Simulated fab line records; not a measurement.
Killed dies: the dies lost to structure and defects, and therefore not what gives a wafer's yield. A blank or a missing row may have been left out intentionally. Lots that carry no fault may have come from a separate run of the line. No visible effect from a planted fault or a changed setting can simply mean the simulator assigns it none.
fab line records	flow nand_harc
record: lots: 13	wafers: 39	last_day: 25
route steps=1159 shown A_STAIRCASE@623 END@1159
lots that met no fault: from a run of the same line without faults
start_h: start of the lot's first displayed wafer, in hours after the record's first day	wait_h: how many hours have passed since the lot's step before this one	" unchanged from the row above	L1.1+2: one row covering several wafers at once	- no value, or no start given	* or withheld: withheld	< > ~ a bound
route shown NAME@n: a module of which the file shows steps, and the number in the route of the first	usual: mean/standard deviation taken from wafers without a fault	same: alike in all rows	chamber/n: place in a boat	sites: the reading at each site	_std_site: the standard deviation of these	_edge_site: outer sites' mean less inner sites'	radius_mm: how far each site lies from the wafer's centre	mask NAME#n: copy n	behind: the last tool/chamber to shape the wafer	hold: why the lot went on hold/how many hours it stayed there/how the hold came to an end	device: names the non-switching transistor (n, p or np)	end of line: the tests these same wafers got at the end of their route	a step given without rows: its recipe and nothing more	killed: count of dies lost to structure and defects at first sort (not the wafer's yield)	map: a wafer's dies, marking killed ones x, the rest . and places with no die _
set.NAME: the setting that was run; set.NAME@STEP: the one run at that earlier step	model.NAME: the simulator's own value behind a step, which no gauge read
steps of the route over a sample of lots; a table a step, a row a wafer
services: the hour from which a tool's chamber was out of use, counted from the record's first day as start_h (under 0 if before that day), plus the number of hours and why
== steps ==
step: NHARC_A_STAIRCASE_TRIM_229
recipe: time_s: 211.2	o2_flow_sccm: 500	ar_flow_sccm: 0	bias_w: 0	chemistry: O2
usual: drypump_motor_current_A: 5.5/0.4	oes_product_au: 1.003/0.0071	rf_vpp_V: 57.9/0.8	showerhead_plenum_p_Torr: 3.54/0.17	throttle_valve_pct: 17.035/0.0091
lot.wafer	tool	chamber	start_h	wait_h	drypump_motor_current_A	oes_product_au	rf_hours_counter_h	rf_vpp_V	showerhead_plenum_p_Torr	throttle_valve_pct
L970.3	rie_diel-10	0	231.09	0.1	5.3	0.992	17	58.4	3.36	17.036
L970.5	"	3	"	"	5.3	1.000	-	57.0	3.67	17.037
L970.6	"	0	"	"	5.2	1.001	-	56.5	3.36	17.029
L973.3	rie_diel-10	3	253.47	0.1	5.3	1.006	26	57.7	3.66	17.026
L973.2	"	0	"	"	5.3	1.007	26	56.9	3.35	17.055
L973.5	"	0	"	"	5.2	1.005	-	56.5	3.35	17.038
L972.2	rie_diel-05	1	257.89	0.1	6.0	1.000	29	57.3	3.51	17.025
L972.5	"	0	"	"	6.0	0.989	-	58.5	3.28	17.029
L972.6	"	1	"	"	6.0	1.003	-	57.0	3.51	17.041
L974.3	rie_diel-01	0	271.53	0.1	5.6	0.999	46	57.7	3.40	17.033
L974.2	"	2	"	"	5.4	1.009	54	58.9	3.35	17.049
L974.6	"	3	"	"	5.0	1.000	-	57.6	3.30	17.052
L976.4	rie_diel-05	2	288.98	0.1	5.3	0.997	39	57.8	3.56	17.037
L976.2	"	1	"	"	6.0	1.000	40	59.3	3.51	17.027
L976.5	"	2	"	"	5.3	1.006	-	57.7	3.55	17.038
L978.4	rie_diel-01	2	295.13	0.1	5.4	1.006	63	57.9	3.35	17.047
L978.2	"	0	"	"	5.6	1.003	54	56.1	3.40	17.040
L978.3	"	1	"	"	6.0	0.994	61	58.3	3.66	17.051
L977.4	rie_diel-10	2	297.78	0.1	6.1	1.001	38	56.9	3.70	17.040
L977.1	"	3	"	"	5.3	0.999	41	57.9	3.65	17.063
L977.6	"	2	"	"	6.2	1.008	-	58.2	3.70	17.042
L989.1	rie_diel-01	1	347.04	0.1	6.0	1.005	9	58.4	3.65	17.042
L989.4	"	2	"	"	5.4	1.014	10	57.7	3.34	17.035
L989.5	"	3	"	"	5.0	1.004	-	59.2	3.80	17.029
L987.3	rie_diel-01	0	347.94	0.1	5.6	1.011	11	56.9	3.39	17.045
L987.1	"	2	"	"	5.4	1.013	10	57.1	3.34	17.037
L987.2	"	3	"	"	5.1	1.014	12	58.0	3.80	17.026
L988.3	rie_diel-01	0	353.45	0.1	5.6	1.007	13	58.0	3.38	17.028
L988.1	"	1	"	"	6.0	1.005	12	58.3	3.65	17.031
L988.4	"	2	"	"	5.4	1.004	13	56.1	3.34	17.043
L990.2	rie_diel-05	2	363.93	0.1	5.3	1.009	8	58.1	3.54	17.028
L990.4	"	1	"	"	6.0	1.005	7	57.9	3.49	17.020
L990.6	"	3	"	"	5.0	1.003	-	57.8	3.44	17.047
L991.2	rie_diel-05	1	365.16	0.1	6.0	1.001	7	57.8	3.49	17.025
L991.5	"	3	"	"	5.0	0.999	-	56.8	3.44	17.037
L991.6	"	0	"	"	6.1	0.995	-	60.0	3.80	17.047
L992.1	rie_diel-05	3	378.28	0.1	5.0	0.997	14	57.3	3.44	17.029
L992.6	"	3	"	"	5.0	1.006	-	57.6	3.44	17.027
L992.5	"	0	"	"	6.1	0.995	-	58.4	3.80	17.047
step: NHARC_A_STAIRCASE_ETCH_232
recipe: target_depth_a: 1000	time_s: 40.5	ion_energy_ev: 400	c4f8_flow_sccm: 20	o2_flow_sccm: 10	ar_flow_sccm: withheld	rf_w: 600	bias_w: 1000	chemistry: C4F8/O2
usual: oes_product_au: 0.944/0.013	rf_vpp_V: 896/6.2
lot.wafer	tool	chamber	start_h	wait_h	oes_product_au	rf_hours_counter_h	rf_vpp_V
L970.3	rie_diel-10	3	-	-	0.948	18	901
L970.6	"	0	"	"	0.953	-	889
L970.5	"	1	"	"	0.936	-	906
L973.2	rie_diel-10	3	-	-	0.925	26	901
L973.3	"	0	"	"	0.945	26	890
L973.5	"	2	"	"	0.940	-	902
L972.2	rie_diel-05	0	-	-	0.944	31	887
L972.5	"	0	"	"	0.950	-	886
L972.6	"	1	"	"	0.955	-	894
L974.3	rie_diel-01	0	-	-	0.933	47	891
L974.2	"	2	"	"	0.942	54	890
L974.6	"	0	"	"	0.922	-	892
L976.2	rie_diel-05	2	-	-	0.952	39	897
L976.4	"	3	"	"	0.949	37	894
L976.5	"	1	"	"	0.953	-	894
L978.4	rie_diel-01	2	-	-	0.926	63	889
L978.2	"	3	"	"	0.924	62	887
L978.3	"	1	"	"	0.926	61	900
L977.4	rie_diel-10	2	-	-	0.936	38	903
L977.1	"	0	"	"	0.940	40	888
L977.6	"	1	"	"	0.938	-	905
L989.1	rie_diel-01	0	-	-	0.935	11	891
L989.4	"	1	"	"	0.934	9	900
L989.5	"	0	"	"	0.944	-	889
L987.2	rie_diel-01	2	-	-	0.937	11	889
L987.1	"	3	"	"	0.935	13	907
L987.3	"	0	"	"	0.946	12	891
L988.3	rie_diel-01	1	-	-	0.948	12	901
L988.4	"	2	"	"	0.959	13	889
L988.1	"	0	"	"	0.947	14	892
L990.2	rie_diel-05	2	-	-	0.940	8	897
L990.4	"	3	"	"	0.961	8	893
L990.6	"	1	"	"	0.945	-	895
L991.2	rie_diel-05	3	-	-	0.967	9	893
L991.6	"	2	"	"	0.977	-	896
L991.5	"	3	"	"	0.970	-	893
L992.1	rie_diel-05	0	-	-	0.958	12	906
L992.5	"	3	"	"	0.944	-	894
L992.6	"	0	"	"	0.954	-	904
step: NHARC_A_STAIRCASE_ETCH_234
recipe: target_depth_a: 1000	time_s: 40.5	ion_energy_ev: 400	c4f8_flow_sccm: 20	o2_flow_sccm: 10	ar_flow_sccm: withheld	rf_w: 600	bias_w: 1000	chemistry: C4F8/O2
usual: oes_product_au: 0.945/0.0099	rf_vpp_V: 897/6.5
lot.wafer	tool	chamber	start_h	wait_h	oes_product_au	rf_hours_counter_h	rf_vpp_V
L970.3	rie_diel-10	1	231.77	-	0.943	17	905
L970.5	"	1	"	"	0.939	-	906
L970.6	"	2	"	"	0.939	-	903
L973.2	rie_diel-10	2	254.18	-	0.937	24	901
L973.3	"	3	"	"	0.945	26	901
L973.5	"	3	"	"	0.952	-	900
L972.2	rie_diel-05	0	258.53	-	0.949	31	887
L972.5	"	3	"	"	0.963	-	894
L972.6	"	0	"	"	0.953	-	888
L974.3	rie_diel-01	1	272.17	-	0.933	53	900
L974.2	"	2	"	"	0.933	54	890
L974.6	"	2	"	"	0.933	-	890
L976.4	rie_diel-05	0	289.77	-	0.942	43	886
L976.2	"	1	"	"	0.933	40	895
L976.5	"	0	"	"	0.945	-	887
L978.3	rie_diel-01	1	295.94	-	0.938	61	902
L978.4	"	2	"	"	0.946	63	887
L978.2	"	3	"	"	0.949	62	886
L977.1	rie_diel-10	3	298.57	-	0.934	41	901
L977.4	"	0	"	"	0.935	40	888
L977.6	"	0	"	"	0.943	-	891
L989.1	rie_diel-01	3	347.91	-	0.950	12	907
L989.4	"	1	"	"	0.936	9	901
L989.5	"	0	"	"	1.075	-	889
L987.2	rie_diel-01	2	349.95	-	0.960	11	890
L987.1	"	3	"	"	0.939	13	905
L987.3	"	0	"	"	1.086	12	891
L988.3	rie_diel-01	2	354.42	-	0.925	13	888
L988.4	"	3	"	"	0.938	15	905
L988.1	"	0	"	"	1.075	14	891
L990.2	rie_diel-05	1	364.59	-	0.960	7	895
L990.4	"	2	"	"	0.946	8	896
L990.6	"	1	"	"	0.944	-	895
L991.2	rie_diel-05	2	365.79	-	0.965	9	896
L991.6	"	3	"	"	0.959	-	893
L991.5	"	0	"	"	0.945	-	906
L992.1	rie_diel-05	2	378.96	-	0.955	13	895
L992.5	"	3	"	"	0.957	-	893
L992.6	"	0	"	"	0.964	-	906
step: NHARC_A_STAIRCASE_STRIP_238
recipe: power_w: 1500	temp_c: 250	chemistry: O2
usual: drypump_motor_current_A: 6.1/0.43	heater_power_w: 331/22	rf_refl_power_W: 27/8.1
lot.wafer	tool	chamber	start_h	wait_h	drypump_motor_current_A	heater_power_w	rf_hours_counter_h	rf_refl_power_W
L970.3	plasma_asher-02	0	232.32	0.2	5.9	355	-	19
L970.6	"	1	"	"	5.6	304	-	23
L970.5	"	0	"	"	5.9	346	-	20
L973.2	plasma_asher-02	1	254.81	0.2	5.6	297	19	23
L973.3	"	0	"	"	5.9	349	-	20
L973.5	"	1	"	"	5.6	292	-	23
L972.2	plasma_asher-02	1	259.17	0.3	5.6	300	21	23
L972.6	"	1	"	"	5.6	307	-	22
L972.5	"	0	"	"	5.9	356	-	19
L974.2	plasma_asher-02	0	272.59	0.1	5.9	346	23	-
L974.3	"	1	"	"	5.6	305	-	-
L974.6	"	0	"	"	5.9	353	-	-
L976.2	plasma_asher-02	1	290.22	0.1	5.6	302	31	22
L976.4	"	0	"	"	5.9	349	-	20
L976.5	"	0	"	"	5.9	351	-	20
L978.2	plasma_asher-01	1	296.41	0.1	6.6	339	5	-
L978.3	"	0	"	"	6.6	342	-	-
L978.4	"	1	"	"	6.6	346	-	-
L977.1	plasma_asher-01	1	299.08	0.1	6.6	346	6	27
L977.4	"	0	"	"	6.5	336	-	40
L977.6	"	0	"	"	6.5	340	-	41
L989.1	plasma_asher-02	1	348.93	0.1	5.6	297	51	-
L989.4	"	0	"	"	5.9	354	-	-
L989.5	"	1	"	"	5.6	298	-	-
L987.1	plasma_asher-01	1	350.51	0.1	6.6	347	23	27
L987.2	"	0	"	"	6.5	332	23	41
L987.3	"	1	"	"	6.6	348	-	26
L988.1	plasma_asher-02	1	356.43	0.1	5.6	296	52	24
L988.3	"	1	"	"	5.6	298	-	23
L988.4	"	0	"	"	5.9	344	-	19
L990.2	plasma_asher-01	1	365.21	0.3	6.6	342	28	26
L990.4	"	1	"	"	6.6	341	-	28
L990.6	"	0	"	"	6.6	349	-	42
L991.2	plasma_asher-01	1	366.61	0.5	6.6	345	30	26
L991.6	"	0	"	"	6.6	329	-	40
L991.5	"	1	"	"	6.6	351	-	27
L992.1	plasma_asher-01	1	379.54	0.3	6.6	349	38	26
L992.6	"	0	"	"	6.5	337	-	41
L992.5	"	1	"	"	6.6	346	-	26
step: NHARC_END_SORT_01
recipe: temp_c: 25
usual: killed_at_array: 28/8.9	killed_at_other: 0.8/1.2	killed_at_periphery: 3.3/2.3	killed_dies: 32/9.4	killed_open: 3.2/1.8	killed_short: 1.9/1.4
same: gross_dies: 677
lot.wafer	tool	chamber	start_h	wait_h	killed_at_array	killed_at_other	killed_at_periphery	killed_dies	killed_open	killed_short
L989.1	prober-01	0	551.93	2.5	30	0	5	35	4	2
L989.4	prober-01	0	554.33	3.4	15	1	5	21	3	2
L989.5	prober-01	0	555.12	3.7	375	0	0	375	2	2
L987.1	prober-02	0	556.73	2.5	28	0	10	38	1	2
L987.2	prober-02	0	557.53	2.8	35	0	2	37	5	0
L987.3	prober-02	0	558.34	3.1	301	0	4	305	3	0
L988.1	prober-01	0	559.67	2.5	341	1	2	344	4	4
L988.3	prober-01	0	561.26	3.1	32	0	1	33	2	1
L988.4	prober-01	0	562.06	3.4	43	1	2	46	3	5
killed by level:class
L989.1 A_CHANNEL_HOLE_D1:chamber_film_flake=10 A_CONTACT:chamber_film_flake=10 A_STAIRCASE:chamber_film_flake=5 A_WL_FILL:geometric_particle:short=2 P_GATE:chamber_film_flake=2 P_M1:chamber_film_flake=2 P_CONTACT:geometric_particle:open=1 A_ONON_D1:geometric_particle:open=1
L989.4 A_CHANNEL_HOLE_D1:chamber_film_flake=6 A_CONTACT:chamber_film_flake=4 P_STI:chamber_film_flake=2 A_STAIRCASE:chamber_film_flake=2 P_CONTACT:geometric_particle:short=1 P_M0:geometric_particle:open=1 A_SOURCE_PLATE:geometric_particle:open=1 A_CONTACT:geometric_particle:open=1
L989.5 A_STAIRCASE:area_etch=361 A_CHANNEL_HOLE_D1:chamber_film_flake=4 A_STAIRCASE:chamber_film_flake=3 A_CONTACT:chamber_film_flake=3 A_SOURCE_PLATE:geometric_particle:short=1 A_CHANNEL_FILL_D1:geometric_particle:short=1 A_SGD_CUT:geometric_particle:open=1 A_CONTACT:geometric_particle:open=1
L987.1 A_CHANNEL_HOLE_D1:chamber_film_flake=20 P_GATE:chamber_film_flake=6 A_CONTACT:chamber_film_flake=5 A_STAIRCASE:chamber_film_flake=2 P_CONTACT:geometric_particle:short=1 P_M0:geometric_particle:short=1 A_CONTACT:geometric_particle:open=1 P_M1:chamber_film_flake=1
L987.2 A_CHANNEL_HOLE_D1:chamber_film_flake=17 A_CONTACT:chamber_film_flake=9 A_STAIRCASE:chamber_film_flake=4 A_M0:geometric_particle:open=2 P_M1:chamber_film_flake=2 A_CHANNEL_HOLE_D1:geometric_particle:open=1 A_CHANNEL_FILL_D1:geometric_particle:open=1 A_SGD_CUT:geometric_particle:open=1
L987.3 A_STAIRCASE:area_etch=269 A_CHANNEL_HOLE_D1:chamber_film_flake=15 A_CONTACT:chamber_film_flake=11 P_M1:chamber_film_flake=2 A_STAIRCASE:chamber_film_flake=2 P_GATE:geometric_particle:open=1 A_BLC:geometric_particle:open=1 A_M0:geometric_particle:open=1
L988.1 A_STAIRCASE:area_etch=304 A_CHANNEL_HOLE_D1:chamber_film_flake=8 A_SLIT:chamber_film_flake=8 A_STAIRCASE:chamber_film_flake=7 A_CONTACT:chamber_film_flake=3 A_M0:chamber_film_flake=3 A_SOURCE_PLATE:geometric_particle:short=2 A_SOURCE_PLATE:geometric_particle:open=1
L988.3 A_SLIT:chamber_film_flake=19 A_CHANNEL_HOLE_D1:chamber_film_flake=5 A_STAIRCASE:chamber_film_flake=3 A_CONTACT:chamber_film_flake=2 P_CONTACT:geometric_particle:open=1 A_WL_FILL:geometric_particle:open=1 A_M0:geometric_particle:short=1 A_M0:chamber_film_flake=1
L988.4 A_SLIT:chamber_film_flake=17 A_CHANNEL_HOLE_D1:chamber_film_flake=11 A_STAIRCASE:chamber_film_flake=3 A_CONTACT:chamber_film_flake=3 A_SOURCE_PLATE:geometric_particle:short=2 A_M0:chamber_film_flake=2 P_CONTACT:geometric_particle:short=1 A_SOURCE_PLATE:geometric_particle:open=1
== services ==
tool	chamber	start_h	hours	kind
rie_diel-05	3	211.75	6.3	repair
rie_diel-01	0	221.21	-	clean
rie_diel-01	1	221.21	-	clean
rie_diel-01	2	221.21	-	clean
rie_diel-01	3	221.21	-	clean
rie_diel-05	0	222.88	-	clean
rie_diel-05	1	222.88	-	clean
rie_diel-05	2	222.88	-	clean
rie_diel-05	3	222.88	-	clean
rie_diel-05	3	238.27	3.0	repair
rie_diel-01	0	245.81	-	clean
rie_diel-01	1	245.81	-	clean
rie_diel-01	2	245.81	-	clean
rie_diel-01	3	245.81	-	clean
rie_diel-05	0	247.88	-	clean
rie_diel-05	1	247.88	-	clean
plasma_asher-02	-	253.11	1.6	repair
plasma_asher-02	-	264.87	6.9	repair
plasma_asher-01	-	276.77	9.0	pm
rie_diel-01	-	315.10	9.0	pm
rie_diel-05	-	340.75	9.0	pm
rie_diel-10	-	353.50	9.0	pm
plasma_asher-02	-	361.09	9.0	pm
rie_diel-01	2	370.60	14.2	repair
== key ==
first_sign: step: NHARC_A_STAIRCASE_ETCH_234	reading: oes_product_au	direction: up	sigmas: 14	usual: 0.945	struck: 1.079
effect: step: NHARC_END_SORT_01	reading: killed_at_array	direction: up	sigmas: 35	usual: 28	struck: 339
more_kills_born_at: NHARC_A_STAIRCASE_ETCH_234@rie_diel-01: 934
met_at NHARC_A_STAIRCASE_ETCH_234
struck_lots L987,L988,L989
struck_wafers L987.3,L988.1,L989.5
later_rows_left_out L989.5
tester_left_out L987,L988,L989
not_acting_at NHARC_A_STAIRCASE_TRIM_229,NHARC_A_STAIRCASE_ETCH_232,NHARC_A_STAIRCASE_STRIP_238
fault: kind: process_parameter_drift	tool: rie_diel-01	chamber: 0	onset_h: 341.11	steps: NHARC_A_STAIRCASE_ETCH_234	channel: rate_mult	offset: 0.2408	shape: step	end_h: 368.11
tester_left_out: of these lots the tester's yield and bins aren't shown, on N5 and GAA mostly nor the transistor test; their killed dies are dies lost to structure and defects alone, not to doping, threshold or leakage, so they don't give the yield
later_rows_left_out: the simulator's readings of these wafers behind a module that went badly wrong aren't trusted and aren't shown, but for the sort
